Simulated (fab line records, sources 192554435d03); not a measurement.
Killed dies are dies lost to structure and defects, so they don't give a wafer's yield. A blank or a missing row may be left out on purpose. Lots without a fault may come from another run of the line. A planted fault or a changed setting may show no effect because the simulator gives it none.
fab line records | flow n5_finfet | part 2 of 2: steps 22 to 28 of 28
record lots=5 wafers=15 last_day=17
route steps=1938 shown BEOL_M4@1042
lots that met no fault: from a run of the same line without faults
start_h: hours from the record's first day to the start of the lot's first wafer shown | wait_h: hours since the lot's step before | " the same as in the row above | L1.1+2: a row that stands for several wafers | - no value, or no start given | * or withheld: withheld | < > ~ a bound
route shown NAME@n: a module of which the file shows steps, and the number in the route of the first | usual: mean/standard deviation of fault-free wafers | same: alike in all rows | chamber/n: place in a boat | sites: the reading at each site | _std_site: their standard deviation | _edge_site: outer sites' mean less inner sites' | radius_mm: how far each site lies from the wafer's centre | mask NAME#n: copy n | behind: the tool/chamber that last shaped the wafer | hold: why the lot was held/for how many hours/how that ended | device: the transistor (n, p or np) that didn't switch | end of line: the same wafers' tests at the end of the route | a step without rows: its recipe alone | killed: dies lost to structure and defects at the first sort, not the wafer's yield | map: a wafer's dies, x killed, . not, _ none there
set.NAME: the setting as run; set.NAME@STEP: as run at that earlier step | model.NAME: the simulator's own value behind a step, which no gauge read
lots at some steps of the route; a table a step, a row a wafer
services: from which hour (start_h, from the record's first day; less than 0 if before it) a tool's chamber was out of use, for how many hours, and why
## steps
# step N5_BEOL_M4_ETCHBACK_99
# recipe chemistry=CHF3 target=SiO2 target_depth_a=50 time_s=10.4 source_w=215 bias_w=47 Ar_flow_sccm=200 CHF3_flow_sccm=12 ion_energy_ev=100 pressure_mtorr=30
# usual drypump_motor_current_A=5.6/0.56 mfc_ar_sccm=200.0/0.62 oes_product_au=0.81/0.093 rf_vpp_V=242/3.2 showerhead_plenum_p_Torr=2.14/0.063 throttle_valve_pct=17.01/0.29
# columns lot.wafer tool chamber start_h wait_h drypump_motor_current_A mfc_ar_sccm oes_product_au rf_hours_counter_h rf_vpp_V showerhead_plenum_p_Torr throttle_valve_pct
L079.2 rie_diel-01 3 213.64 10.4 5.2 199.9 0.98 5 246 2.11 16.75
L079.5 " 3 " " 5.2 201.2 0.98 - 247 2.11 16.76
L079.6 " 2 " " 6.4 199.8 0.83 - 237 2.19 16.75
L087.2 rie_diel-05 2 245.69 0.5 5.5 199.2 0.96 9 247 2.20 16.63
L087.4 " 2 " " 5.5 199.6 0.95 - 247 2.21 16.63
L087.5 " 3 " " 6.1 199.9 0.70 - 243 2.22 17.51
L091.1 rie_diel-06 3 275.29 5.3 5.5 200.2 0.95 2 248 2.31 17.05
L091.2 " 0 " " 5.6 198.8 0.74 194 241 2.17 17.27
L091.4 " 1 " " 4.9 201.2 0.73 194 236 2.07 17.56
L092.1 rie_diel-01 3 282.21 7.0 5.2 200.4 0.91 28 246 2.10 16.81
L092.4 " 1 " " 5.1 199.8 0.72 198 241 2.12 17.03
L092.5 " 2 " " 6.4 200.5 0.80 - 237 2.19 16.79
L094.2 rie_diel-06 3 282.24 4.4 5.4 199.7 0.93 5 248 2.31 17.07
L094.3 " 2 " " 6.6 199.9 0.92 28 244 2.29 16.76
L094.4 " 1 " " 4.9 199.9 0.73 197 237 2.07 17.56
# step N5_BEOL_M4_ETCH_70
# recipe chemistry=N2/H2 target=SOC target_depth_a=800 overetch_a=240 mask_material=SiARC temp_c=40 time_s=130 ion_energy_ev=200 pressure_mtorr=30 source_w=840 bias_w=150 n2_flow_sccm=200 h2_flow_sccm=200
# usual drypump_motor_current_A=5.6/0.56 oes_product_au=0.59/0.066 rf_vpp_V=523.6/2.3 showerhead_plenum_p_Torr=2.53/0.072 throttle_valve_pct=17.74/0.29
# columns lot.wafer tool chamber start_h wait_h drypump_motor_current_A oes_product_au rf_hours_counter_h rf_vpp_V showerhead_plenum_p_Torr throttle_valve_pct
L079.2 rie_diel-01 3 213.68 0.0 5.2 0.72 5 522.7 2.51 17.66
L079.5 " 3 " " 5.2 0.71 - 523.5 2.52 17.67
L079.6 " 2 " " 6.4 0.60 - 525.7 2.56 17.26
L087.2 rie_diel-05 2 245.72 0.0 5.5 0.69 9 525.4 2.61 17.51
L087.4 " 2 " " 5.5 0.69 - 525.4 2.61 17.50
L087.5 " 3 " " 6.1 0.52 - 526.4 2.61 18.17
L091.1 rie_diel-06 3 275.33 0.0 5.5 0.69 2 528.3 2.74 18.05
L091.2 " 0 " " 5.6 0.54 194 524.7 2.52 17.81
L091.4 " 1 " " 4.9 0.54 194 520.0 2.43 18.12
L092.1 rie_diel-01 3 282.24 0.0 5.2 0.67 28 522.2 2.50 17.73
L092.4 " 1 " " 5.1 0.52 198 523.3 2.53 17.84
L092.5 " 2 " " 6.4 0.58 - 525.8 2.55 17.31
L094.2 rie_diel-06 3 282.28 0.0 5.5 0.68 5 528.2 2.74 18.03
L094.3 " 2 " " 6.6 0.67 28 528.7 2.71 17.55
L094.4 " 1 " " 4.9 0.53 197 521.9 2.42 18.13
# step N5_BEOL_M4_STRIP_71
# recipe chemistry=N2/H2 temp_c=40 n2_flow_sccm=200 h2_flow_sccm=200 rf_frequency_hz=6e+07
# columns lot.wafer tool chamber start_h wait_h
L079.2+5+6 rie_diel-01 3,3,2 213.77 0.0
L087.2+4+5 rie_diel-05 2,2,3 245.81 0.0
L091.1+2+4 rie_diel-06 3,0,1 275.41 0.0
L092.1+4+5 rie_diel-01 3,1,2 282.33 0.0
L094.2+3+4 rie_diel-06 3,2,1 282.36 0.0
# step N5_BEOL_M4_STRIP_78
# recipe chemistry=N2/H2 temp_c=40 n2_flow_sccm=200 h2_flow_sccm=200 rf_frequency_hz=6e+07
# columns lot.wafer tool chamber start_h wait_h
L079.2+5+6 rie_diel-01 3,3,2 213.78 0.0
L087.2+4+5 rie_diel-05 2,2,3 245.82 0.0
L091.1+2+4 rie_diel-06 3,0,1 275.42 0.0
L092.1+4+5 rie_diel-01 3,1,2 282.34 0.0
L094.2+3+4 rie_diel-06 3,2,1 282.37 0.0
# step N5_BEOL_M4_VIA_ETCH_34
# recipe chemistry=C4F6/O2 target_depth_a=694 mask_material=SOC pressure_mtorr=15 ion_energy_ev=250 taper_deg=4 time_s=65.9 source_w=350 bias_w=170 Ar_flow_sccm=300 C4F6_flow_sccm=10 O2_flow_sccm=10
# usual drypump_motor_current_A=5.6/0.56 mfc_ar_sccm=300.0/0.92 oes_o_777_au=0.81/0.088 oes_product_au=0.81/0.093 rf_vpp_V=669/8.3 showerhead_plenum_p_Torr=2.83/0.079 throttle_valve_pct=30.71/0.28
# columns lot.wafer tool chamber start_h wait_h drypump_motor_current_A mfc_ar_sccm oes_o_777_au oes_product_au rf_hours_counter_h rf_vpp_V showerhead_plenum_p_Torr throttle_valve_pct
L079.2 rie_diel-01 3 213.79 0.0 5.2 300.6 0.94 0.98 5 681 2.78 30.46
L079.5 " 3 " " 5.2 300.4 0.93 0.97 - 678 2.78 30.47
L079.6 " 2 " " 6.4 298.5 0.84 0.83 - 659 2.89 30.35
L087.2 rie_diel-05 2 245.83 0.0 5.5 300.3 0.92 0.94 9 684 2.91 30.53
L087.4 " 2 " " 5.5 300.2 0.91 0.95 - 682 2.91 30.52
L087.5 " 3 " " 6.1 300.3 0.69 0.69 - 671 2.92 31.05
L091.1 rie_diel-06 3 275.43 0.0 5.5 298.6 0.89 0.95 2 686 3.04 31.14
L091.2 " 0 " " 5.6 300.3 0.74 0.75 194 665 2.86 31.01
L091.4 " 1 " " 4.9 298.4 0.74 0.73 195 654 2.74 31.42
L092.1 rie_diel-01 3 282.35 0.0 5.2 300.6 0.88 0.90 28 680 2.77 30.49
L092.4 " 1 " " 5.0 299.8 0.70 0.71 198 667 2.80 30.72
L092.5 " 2 " " 6.5 298.7 0.81 0.80 - 661 2.88 30.38
L094.2 rie_diel-06 3 282.38 0.0 5.5 299.7 0.88 0.94 5 684 3.04 31.15
L094.3 " 2 " " 6.6 299.8 0.92 0.93 28 670 3.02 30.60
L094.4 " 1 " " 4.8 300.6 0.73 0.73 197 654 2.74 31.41
# step N5_BEOL_M4_STRIP_83
# recipe chemistry=C4F6/O2 resist=SiARC rf_frequency_hz=6e+07
# columns lot.wafer tool chamber start_h wait_h
L079.2+5+6 rie_diel-01 3,3,2 213.84 0.0
L087.2+4+5 rie_diel-05 2,2,3 245.88 0.0
L091.1+2+4 rie_diel-06 3,0,1 275.48 0.0
L092.1+4+5 rie_diel-01 3,1,2 282.40 0.0
L094.2+3+4 rie_diel-06 3,2,1 282.43 0.0
# step N5_BEOL_M4_STRIP_36
# recipe chemistry=N2/H2 power_w=450 temp_c=40 pressure_mtorr=20 rf_frequency_hz=6e+07 overash_fraction=0.3 bias_power_w=7 h2_frac=0.5 n2_flow_sccm=200 h2_flow_sccm=200
# usual drypump_motor_current_A=5.6/0.56 oes_product_au=0.81/0.093 power_w=449.9/1.3 rf_vpp_V=59.2/1.5 showerhead_plenum_p_Torr=2.53/0.072 throttle_valve_pct=23.6/0.32
# columns lot.wafer tool chamber start_h wait_h drypump_motor_current_A oes_product_au power_w rf_hours_counter_h rf_vpp_V showerhead_plenum_p_Torr throttle_valve_pct
L079.2 rie_diel-01 3 213.85 0.0 5.2 0.95 447.8 5 57.1 2.51 23.6
L079.5 " 3 " " 5.3 0.95 447.8 - 59.4 2.51 23.6
L079.6 " 2 " " 6.5 0.82 450.9 - 59.9 2.56 22.9
L087.2 rie_diel-05 2 245.89 0.0 5.5 0.95 450.8 9 60.0 2.61 23.6
L087.4 " 2 " " 5.5 0.94 451.3 - 61.3 2.61 23.6
L087.5 " 3 " " 6.1 0.69 448.5 - 58.9 2.61 23.9
L091.1 rie_diel-06 3 275.49 0.0 5.4 0.95 450.7 2 60.3 2.74 24.3
L091.2 " 0 " " 5.6 0.75 451.9 194 60.7 2.52 23.5
L091.4 " 1 " " 4.9 0.74 448.6 195 58.8 2.42 23.9
L092.1 rie_diel-01 3 282.41 0.0 5.2 0.90 449.8 28 61.8 2.50 23.7
L092.4 " 1 " " 5.1 0.71 451.6 198 55.5 2.52 23.7
L092.5 " 2 " " 6.5 0.80 450.3 - 59.6 2.55 22.9
L094.2 rie_diel-06 3 282.44 0.0 5.5 0.94 450.8 5 59.6 2.74 24.3
L094.3 " 2 " " 6.6 0.94 450.9 28 60.1 2.71 23.5
L094.4 " 1 " " 4.9 0.73 450.0 197 59.6 2.42 23.9
## services
# columns tool chamber start_h hours kind
ald_sin-01 - 178.71 0.8 pm
euv_scanner-02 - 179.90 17.3 pm
rie_diel-06 2 186.97 - clean
rie_diel-06 2 186.97 - consumable_replace:focus_ring
rie_diel-06 2 186.97 - consumable_replace:showerhead
rie_diel-06 2 186.97 13.7 scheduled_down
rie_diel-06 2 186.97 13.7 vent_cycle
ald_sin-01 1 195.26 18.3 repair
euv_scanner-02 - 197.20 4.6 pm
euv_scanner-01 - 204.46 12.0 pm
euv_scanner-01 - 216.46 1.0 pm
rie_diel-05 - 220.37 0.1 repair
rie_diel-05 - 242.12 2.8 pm
euv_scanner-01 - 248.81 0.4 repair
rie_diel-05 0 249.32 13.7 repair
rie_diel-06 3 249.67 - clean
rie_diel-06 3 249.67 - consumable_replace:focus_ring
rie_diel-06 3 249.67 - consumable_replace:showerhead
rie_diel-06 3 249.67 21.2 scheduled_down
rie_diel-06 3 249.67 21.2 vent_cycle
euv_scanner-02 - 254.58 1.0 pm
euv_scanner-01 - 261.43 1.0 pm
rie_diel-01 1 266.36 5.0 repair
ald_sin-03 - 268.45 14.0 pm
